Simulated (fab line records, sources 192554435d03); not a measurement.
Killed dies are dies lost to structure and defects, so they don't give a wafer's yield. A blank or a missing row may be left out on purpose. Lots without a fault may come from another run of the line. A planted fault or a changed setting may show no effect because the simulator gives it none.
Chamber matching | flow n5_finfet | N5_FIN_CUT_CUT_ETCH_15 on rie_si-01: 4 sister chambers
The step etches Si in HBr/Cl2/O2, target depth 100 nm, bt time 10 s, time 42.4 s. 8 wafers are shown with their chamber, then 11 later ones without.

WAFERS WITH THEIR CHAMBER
wafer  | chamber | drypump_motor_current_A (A) | oes_product_au (a.u.)
L082.2 | 3       | 5.3                         | 0.980
L087.2 | 2       | 5.5                         | 0.979
L087.3 | 0       | 6.5                         | 1.011
L087.6 | 1       | 5.2                         | 0.994
L088.1 | 2       | 5.6                         | 0.989
L088.2 | 1       | 5.2                         | 0.996
L088.4 | 3       | 5.3                         | 0.980
L090.1 | 0       | 6.5                         | 1.020

WAFERS WITHOUT THEIR CHAMBER
wafer  | drypump_motor_current_A (A) | oes_product_au (a.u.)
L090.4 | 5.3                         | 0.979
L090.6 | 5.2                         | 0.988
L092.2 | 5.2                         | 0.990
L092.4 | 6.5                         | 1.008
L092.6 | 5.2                         | 0.997
L093.1 | 5.3                         | 0.988
L093.5 | 6.5                         | 1.000
L093.6 | 5.2                         | 0.992
L094.2 | 6.5                         | 1.007
L094.3 | 5.2                         | 0.984
L094.5 | 6.5                         | 1.010

WHICH CHAMBER EACH WENT THROUGH
wafer  | from the rows above     | in truth
L090.4 | 3                       | 3
L090.6 | can't be placed: 1 or 3 | 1
L092.2 | 1                       | 1
L092.4 | 0                       | 0
L092.6 | 1                       | 1
L093.1 | can't be placed: 3 or 1 | 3
L093.5 | 0                       | 0
L093.6 | 1                       | 1
L094.2 | 0                       | 0
L094.3 | can't be placed: 1 or 3 | 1
L094.5 | 0                       | 0
Placed correctly: 8 of 11. Can't be placed from these rows: 3 (the true chamber is among the candidates in 3). Placed wrongly: 0.
How it was worked out, from the rows above alone: a wafer's distance from a chamber is the root of the sum, over the readings, of the square of ((its reading less the chamber's mean) divided by the reading's scatter). The wafer belongs to the nearest chamber; if the next one is less than 2 further off, it can't be placed. A chamber's mean is the mean of its shown wafers. The scatter: the root of (the sum of the squares of (reading less its chamber's mean) over the shown wafers, divided by (wafers less chambers)).
